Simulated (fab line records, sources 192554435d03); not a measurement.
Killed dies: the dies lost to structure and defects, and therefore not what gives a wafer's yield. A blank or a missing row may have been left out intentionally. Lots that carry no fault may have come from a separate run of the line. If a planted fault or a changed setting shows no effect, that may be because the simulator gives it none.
Matching of chambers -- flow n5-finfet -- N5_BEOL_M0_SAQP_STRIP_86 on rie-diel-02 has 4 sister chambers
The step strips in N2/H2. 4 wafers are shown with their chamber, then 10 later ones without.

## WAFERS PAIRED WITH THEIR CHAMBERS
wafer,chamber,drypump-motor-current-A (A)
L090.1,3,6.7
L090.3,2,6.1
L090.4,1,6.2
L090.5,0,5.1

## WAFERS WITHOUT THEIR CHAMBER
wafer,drypump-motor-current-A (A)
L090.6,6.2
L093.1,6.2
L093.2,6.1
L093.3,6.6
L093.4,5.1
L093.5,6.6
L093.6,6.1
L097.1,5.1
L097.2,6.1
L097.6,6.1

## EACH ONE'S CHAMBER
wafer,from the rows above,in truth
L090.6,1,1
L093.1,1,1
L093.2,2,2
L093.3,3,3
L093.4,0,0
L093.5,3,3
L093.6,2,2
L097.1,0,0
L097.2,2,2
L097.6,2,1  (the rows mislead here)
Correctly placed: 9 of 10. From these rows, 0 cannot be placed. 1 placed wrongly.
How it was worked out, from the rows above alone: a wafer's distance from a chamber is the root of the sum, over the readings, of the square of ((its reading less the chamber's mean) divided by the reading's scatter). The wafer belongs to the nearest chamber; if the next one is less than 2 further off, it can't be placed. The mean given for a chamber averages the wafers shown for that chamber. The scatter: root of mean squared gap, hidden wafer to nearest shown wafer, with one shown wafer a chamber.
